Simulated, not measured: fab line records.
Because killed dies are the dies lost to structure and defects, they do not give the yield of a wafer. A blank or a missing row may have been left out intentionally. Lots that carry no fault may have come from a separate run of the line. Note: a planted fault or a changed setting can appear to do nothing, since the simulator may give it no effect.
One fault seen from 2 desks + flow n5Finfet + only its own numbers are on each desk; what lay behind them is given at the end

== METROLOGY DESK ==
Means of the sampled wafers that have a number, per lot and without regard to the tool the lot ran on: this is what the gauges read. The brackets show how far a lot's mean lies from the usual mean; more than 4 standard deviations puts the lot out of limits, marked OUT. Only the readings that lie furthest out on some lot appear, 7 of the 10 it has.
Columns: A = DIBL_N at N5_BEOL_M4_RC_MEAS_101, usual 36.5 mV/V; B = IOFF_N at N5_BEOL_M4_RC_MEAS_101, usual 0.162 nA/um; C = IOFF_P at N5_BEOL_M4_RC_MEAS_101, usual 0.221 nA/um; D = ION_P at N5_BEOL_M4_RC_MEAS_101, usual 466 uA/um; E = SS_N at N5_BEOL_M4_RC_MEAS_101, usual 71.6 mV/dec; F = SS_P at N5_BEOL_M4_RC_MEAS_101, usual 73.3 mV/dec; G = VT_P at N5_BEOL_M4_RC_MEAS_101, usual -249 mV
| lot  | first seen here | A    | B     | C     | D   | E    | F    | G    |
|------|-----------------|------|-------|-------|-----|------|------|------|
| L715 | day 11 14:59    | 36.5 | 0.151 | 0.185 | 459 | 71.2 | 73.5 | -254 |
| L717 | day 12 01:27    | 36.8 | 0.156 | 0.199 | 461 | 71.5 | 72.9 | -251 |
| L728 | day 16 04:41    | 37.2 | 0.153 | 0.199 | 461 | 71.8 | 73.5 | -251 |
| L731 | day 16 07:24    | 39.2 | 0.192 | 0.247 | 466 | 71.7 | 74.2 | -248 |
Result from this desk: across the 4 lots, nothing is out of limits.

== THE TOOL OWNER'S DESK: lithoTrack-03 ==
The tool's own readings at N5_GATE_CUT_COAT_07 (resist thk 30 nm): means of the sampled wafers that have a number, for each lot that ran on this tool. The brackets show how far a lot's mean lies from the usual mean; more than 4 standard deviations puts the lot out of limits, marked OUT.
Columns: A = spinSpeedRpm at N5_GATE_CUT_COAT_07, usual 1499.9 rpm
| lot  | first seen here | A                        |
|------|-----------------|--------------------------|
| L715 | day 6 06:46     | 1605.6 (+99 or more) OUT |
| L717 | day 6 18:14     | 1605.4 (+99 or more) OUT |
| L728 | day 11 12:49    | 1500.3                   |
| L731 | day 11 13:38    | 1498.9                   |
Finding of this desk: L715, L717 out of limits; the first was L715 at day 6 06:46, on spinSpeedRpm at N5_GATE_CUT_COAT_07. L728, L731 stayed within limits.

== ALL TOGETHER ==
The tool owner's desk could have raised an alarm at day 6 06:46, on L715, L717.
Metrology desk: nothing out of limits seen.
The metrology desk has L715, L717 on record, within its limits.
Of the lots named, all ran N5_GATE_CUT_COAT_07 on lithoTrack-03.

== WHAT WAS PUT IN BY THE SIMULATOR ==
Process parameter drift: lithoTrack-03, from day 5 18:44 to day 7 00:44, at N5_GATE_CUT_COAT_07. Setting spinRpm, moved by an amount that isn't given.
Shown lots that were struck: L715, L717.
Time in hours from fault onset to the first out-of-limits reading at each desk: the tool owner's desk, 12.
